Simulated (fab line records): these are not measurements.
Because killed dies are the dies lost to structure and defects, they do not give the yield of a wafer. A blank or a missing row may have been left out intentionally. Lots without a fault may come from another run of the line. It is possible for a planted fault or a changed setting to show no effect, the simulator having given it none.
Chamber matching    flow nand_harc    NHARC_P_M0_CMP_23 on cmp-03: 4 sister chambers
The step polishes, t overpolish 20 s, target thk 117.53 nm. 4 wafers are shown with their chamber, then 11 later ones without.

EACH WAFER AND ITS CHAMBER
wafer   chamber  motor_current_A (A)
L088.4  1        11.2
L089.1  0        12.5
L089.2  2        11.5
L091.2  3        12.4

WAFERS WITH NO CHAMBER GIVEN
wafer   motor_current_A (A)
L091.5  11.3
L091.6  12.5
L095.1  12.6
L095.2  11.2
L095.5  12.2
L097.1  11.6
L097.2  12.2
L097.4  13.3
L096.2  12.6
L096.3  12.1
L096.6  12.2

WHICH CHAMBER EACH ONE RAN IN
wafer   from the rows above           in truth
L091.5  can't be placed: 1 or 2       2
L091.6  can't be placed: 0 or 3       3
L095.1  can't be placed: 0 or 3       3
L095.2  can't be placed: 1 or 2       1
L095.5  can't be placed: 3 or 0 or 2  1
L097.1  can't be placed: 2 or 1       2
L097.2  can't be placed: 3 or 0 or 2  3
L097.4  can't be placed: 0 or 3       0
L096.2  can't be placed: 0 or 3       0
L096.3  can't be placed: 3 or 0 or 2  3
L096.6  can't be placed: 3 or 0 or 2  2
Correct placement for 0 of the 11. Not placeable from these rows: 11 (in 10, the candidates include the true chamber). 0 placed wrongly.
How it was worked out, from the rows above alone: a wafer's distance from a chamber is the root of the sum, over the readings, of the square of ((its reading less the chamber's mean) divided by the reading's scatter). If the next closest chamber is less than 2 further off than the closest, the wafer can't be placed; otherwise it belongs to the closest. For every chamber, the mean is computed from those of its wafers that are shown. The scatter (one wafer shown for each chamber): square how far every hidden wafer sits from the nearest shown wafer, average those squares and take the square root.
